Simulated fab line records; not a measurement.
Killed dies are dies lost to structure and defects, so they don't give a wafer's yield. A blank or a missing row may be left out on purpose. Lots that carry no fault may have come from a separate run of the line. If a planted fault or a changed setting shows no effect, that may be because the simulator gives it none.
A struck lot beside a sound one | flow n5 finfet | 24 steps out of a route of 1938
Sound: wafers L719.1, L719.3, L719.6. Struck: wafers L729.1, L729.4, L729.6. The cause comes at the end.
For every step that has rows: the tool of each side, followed by ch and its chambers, followed by its first start. Under that, the readings that differ: sound wafers | struck wafers | difference of the means | sigmas: that difference in standard deviations of wafers without a fault.
alike: readings with means less than 2 such deviations apart, plus words and numbers identical on both sides. not compared: withheld readings, readings lacking a value on some wafer, bounds such as >300 that could conceal the same value, and numbers that have no deviation in the record and whose values overlap.
Wherever a step has rows on one side only, a row that says differs or no value, or a row with sigmas, the two part there. Numbers that have no deviation but don't overlap get no sigmas and don't part them. A reading that every wafer of one side lacks parts them only if that side has two wafers or more.

first, 8 steps without rows for these wafers: N5_BEOL_M7_ANNEAL_51 (time 90 s); N5_BEOL_M7_CMP_52 (polishes, stops on SiCOH lowk, t overpolish 6.9 s, target thk 80 nm); N5_BEOL_M7_PRE_CLEAN_55 (time 15 s); N5_BEOL_M7_DEP_56 (deposits SiCN from 3MS/NH3, target thk 10 nm, time 17.5 s); N5_BEOL_M8_ILD_DEP_00 (deposits SiCOH lowk from DEMS/porogen, target thk 179.75 nm, time 33.4 s); N5_BEOL_M8_CURE_74 (cures SiCOH lowk, time 240 s); N5_BEOL_M8_PECVD_70 (deposits SiO2 from TEOS/O2, target thk 20 nm, time 22.7 s); N5_BEOL_M8_HM_DEP_02 (deposits TiN, target thk 20 nm).
N5_BEOL_M8_COAT_59: time 60 s, resist thk 100 nm.
  sound on litho track-04 ch 0, day 10 22:35; struck on litho track-04 ch 0, day 13 01:10
  reading                                  | sound                | struck               | difference | sigmas
  spin speed rpm (rpm)                     | 1499.2 1500.3 1499.5 | 1534.9 1535.1 1536.6 | +35.9      | +37
  model.SOC_of_BEOL_M8_COAT_59.thk nm (nm) | 100 100 100.2        | 99 98.8 99           | -1         |
then, 9 steps without rows for these wafers: N5_BEOL_M8_COAT_60 (time 60 s, resist thk 35 nm); N5_BEOL_M8_COAT_05 (resist thk 90 nm); N5_BEOL_M8_EBR_07; N5_BEOL_M8_SOFTBAKE_06 (time 60 s); N5_BEOL_M8_EXPOSE_08 (exposes mask M8); N5_BEOL_M8_PEB_09 (peb time 60 s); N5_BEOL_M8_DEVELOP_10 (develop time 30 s); N5_BEOL_M8_DESCUM_16 (chemistry O2, time 7.9 s); N5_BEOL_M8_ETCH_61 (etches SiARC in CF4, target depth 45.5 nm, time 75.8 s).
N5_BEOL_M8_ETCH_62: etches SOC in N2/H2, target depth 110 nm, overetch 22 nm, time 165 s.
  sound on rie diel-03 ch 0,3, day 10 23:15; struck on rie diel-01 ch 0,2, day 13 01:35
  reading                     | sound             | struck            | difference | sigmas
  drypump motor current A (A) | 5.62 5.52 5.54    | 6.17 6.19 6.23    | +0.64      | +2
  model.etch.depth nm (nm)    | 99.95 99.98 100.2 | 98.97 98.85 98.97 | -1.11      |
  alike: bias w, oes product au, rf fwd power W, rf vpp V, showerhead plenum p Torr, throttle valve pct
  not compared: rf hours counter h
then, 2 steps without rows for these wafers: N5_BEOL_M8_STRIP_68 (strips in N2/H2); N5_BEOL_M8_STRIP_67 (strips in CF4).
N5_BEOL_M8_HM_OPEN_17: chemistry Cl2/BCl3, target TiN, target depth 20 nm, overetch 6 nm.
  sound on rie metal-02 ch 0,1, day 10 23:26; struck on rie metal-03 ch 0,1, day 13 01:46
  reading                                  | sound          | struck         | difference | sigmas
  model.SOC_of_BEOL_M8_COAT_59.thk nm (nm) | 91.4 92.2 92.4 | 90.8 90.6 90.8 | -1.3       |
  alike: bias w, drypump motor current A, oes product au, rf fwd power W, throttle valve pct
  not compared: rf hours counter h
then, 1 step without rows for these wafers: N5_BEOL_M8_STRIP_19 (strips in O2).
N5_PASSIVATION_PROBE_49:
  rows exist in the record for the sound wafers here (prober-01, day 14 10:07), none for the struck ones

## WHERE THEY PART
Last at N5_PASSIVATION_PROBE_49 as far as this record goes, first at N5_BEOL_M8_COAT_59.

WHY: what the simulator had put in
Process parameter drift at N5_BEOL_M8_COAT_59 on litho track-04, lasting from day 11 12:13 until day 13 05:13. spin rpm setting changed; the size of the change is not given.
